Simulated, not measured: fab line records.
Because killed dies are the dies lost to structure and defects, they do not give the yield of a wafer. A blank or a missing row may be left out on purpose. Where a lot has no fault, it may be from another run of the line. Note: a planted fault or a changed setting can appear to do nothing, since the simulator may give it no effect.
Which tool was responsible? -- flow nand-harc -- 7 lots, 21 wafers sampled, at 1 step of a route of 1302

== WHAT EACH GAUGE READ, for each wafer ==
NHARC_P_ZERO_WELL_CD_MEAS_37 targets a cd of 720 nm.
lot,measured,on,cd-nm (nm)
L701,day 4 02:05,cd-sem-02,721.7 721.3 721.1
L703,day 4 21:58,cd-sem-01,722.7 722.3 721.3
L707,day 6 14:07,cd-sem-02,723.2 723.4 721.4
L713,day 9 02:03,cd-sem-02,720.1 720.9 721.9
L715,day 9 22:52,cd-sem-03,720.6 719.0 718.6
L717,day 10 17:59,cd-sem-02,719.6 720.3 720.8
L719,day 11 14:07,cd-sem-02,719.2 720.1 720.4

== TOOL THAT RAN EACH LOT (tool first, then ch and the chambers of the sampled wafers, then the start) ==
There is no process step in the record ahead of these readings.

== THE ANSWER, worked out from the rows above alone ==
Rule: the lots themselves supply what counts as usual. Put in order of their means at a reading, lots are off if they are a third of the lots or fewer, leave a main group of 4 or more, and stand apart from it by a gap of 3 or more times the standard deviation of the main group's means; of several such gaps the widest counts. Not used: any main group whose means are identical at the precision the tables above print for the reading. A lot without any number at a reading at which 4 lots or more have one is off too. All remaining lots with rows at the step are treated as sound.
None of the lots is off at any reading shown; this tells nothing.

== WHAT HAD BEEN PUT IN BY THE SIMULATOR ==
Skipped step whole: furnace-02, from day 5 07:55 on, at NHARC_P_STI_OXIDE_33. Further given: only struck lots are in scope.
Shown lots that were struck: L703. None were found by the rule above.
